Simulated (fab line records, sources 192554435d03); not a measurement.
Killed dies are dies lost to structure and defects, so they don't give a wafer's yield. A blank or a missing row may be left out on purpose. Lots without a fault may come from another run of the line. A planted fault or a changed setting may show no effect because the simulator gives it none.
Which tool did it? | flow n5_finfet | 11 lots, 30 wafers sampled, at 2 steps of a route of 1938

WHAT THE GAUGES READ, wafer by wafer
N5_BEOL_M13_INSPECT_55: inspects for defects (darkfield).
lot  | measured     | on                | raw_defect_count
L888 | day 11 18:31 | defect_inspect-02 | 97 98 98
L886 | day 11 19:28 | defect_inspect-02 | 64 62 38
L891 | day 12 18:47 | defect_inspect-02 | 48 39 54
L892 | day 12 21:21 | defect_inspect-02 | 71 57
L893 | day 12 23:38 | defect_inspect-01 | 50 57
L894 | day 13 10:35 | defect_inspect-01 | 46 66
L898 | day 14 04:52 | defect_inspect-02 | 39 17 50
L902 | day 15 15:08 | defect_inspect-02 | 74 46 47
L903 | day 15 20:28 | defect_inspect-02 | 75 105 67
L907 | day 16 11:47 | defect_inspect-01 | 72 60 74
L906 | day 17 01:10 | defect_inspect-01 | 31 35 58

WHICH TOOL RAN EACH LOT (tool, then ch and the chambers of the sampled wafers, then the start)
lot  | N5_BEOL_M13_CMP_49
L888 | cmp-01 ch 0,1, day 11 18:04
L886 | cmp-01 ch 1,2,3, day 11 19:01
L891 | cmp-01 ch 1,2, day 12 18:22
L892 | cmp-01 ch 0,1, day 12 20:54
L893 | cmp-03 ch 0,3, day 12 23:14
L894 | cmp-01 ch 0,3, day 13 10:11
L898 | cmp-01 ch 0,1,3, day 14 04:29
L902 | cmp-01 ch 0,1, day 15 14:41
L903 | cmp-01 ch 0,1,3, day 15 20:01
L907 | cmp-04 ch 2,3, day 16 11:22
L906 | cmp-03 ch 0,1, day 17 00:43
- N5_BEOL_M13_CMP_49: polishes, stops on SiOC, t overpolish 17.1 s, target thk 420 nm.

THE ANSWER, worked out from the rows above alone
Rule: what is usual is taken from the lots themselves. Put in order of their means at a reading, lots are off if they are a third of the lots or fewer, leave a main group of 4 or more, and stand apart from it by a gap of 3 or more times the standard deviation of the main group's means; of several such gaps the widest counts. A main group whose means are all the same, to the digits that the tables above print for the reading, isn't used. A lot without any number at a reading at which 4 lots or more have one is off too. The other lots that the step has rows for count as sound.
No lot is off at any reading shown: from this, nothing can be told.

WHAT THE SIMULATOR HAD PUT IN
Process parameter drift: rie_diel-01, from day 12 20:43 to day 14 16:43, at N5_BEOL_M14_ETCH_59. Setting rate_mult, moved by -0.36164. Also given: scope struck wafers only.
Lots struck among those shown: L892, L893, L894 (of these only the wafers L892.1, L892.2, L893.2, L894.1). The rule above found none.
